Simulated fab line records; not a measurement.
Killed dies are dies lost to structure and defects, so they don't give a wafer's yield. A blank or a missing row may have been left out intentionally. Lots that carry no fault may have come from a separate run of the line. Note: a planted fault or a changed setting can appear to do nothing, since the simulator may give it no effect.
Chamber matching	flow n5-finfet	rie-si-02 running N5_PMOS_HMC_CHANNEL_EPI_ETCH_38: 4 sister chambers
The step etches SiO2 in CF4, target depth 1.5 nm. 4 wafers are shown with their chamber, then 10 later ones without.

## WAFERS WITH THEIR CHAMBER
wafer	chamber	throttle-valve-pct (%)
L088.1	2	21.71
L088.3	0	21.46
L090.2	3	21.90
L090.3	1	21.36

## WAFERS WHOSE CHAMBER IS MISSING
wafer	throttle-valve-pct (%)
L090.6	21.70
L094.1	21.91
L094.5	21.69
L094.6	21.91
L095.1	21.36
L095.3	21.68
L095.4	21.43
L097.2	21.92
L097.4	21.68
L097.5	21.35

## WHICH CHAMBER EACH WENT THROUGH
wafer	from the rows above	in truth
L090.6	2	2
L094.1	3	3
L094.5	2	2
L094.6	3	3
L095.1	1	1
L095.3	2	2
L095.4	0	0
L097.2	3	3
L097.4	2	2
L097.5	1	1
Placed correctly: 10 of 10. Number that these rows cannot place: 0. Wrongly placed: 0.
How it was worked out, from the rows above alone: a wafer's distance from a chamber is the root of the sum, over the readings, of the square of ((its reading less the chamber's mean) divided by the reading's scatter). If the next closest chamber is less than 2 further off than the closest, the wafer can't be placed; otherwise it belongs to the closest. The mean given for a chamber averages the wafers shown for that chamber. The scatter (one wafer shown for each chamber): square how far every hidden wafer sits from the nearest shown wafer, average those squares and take the square root.
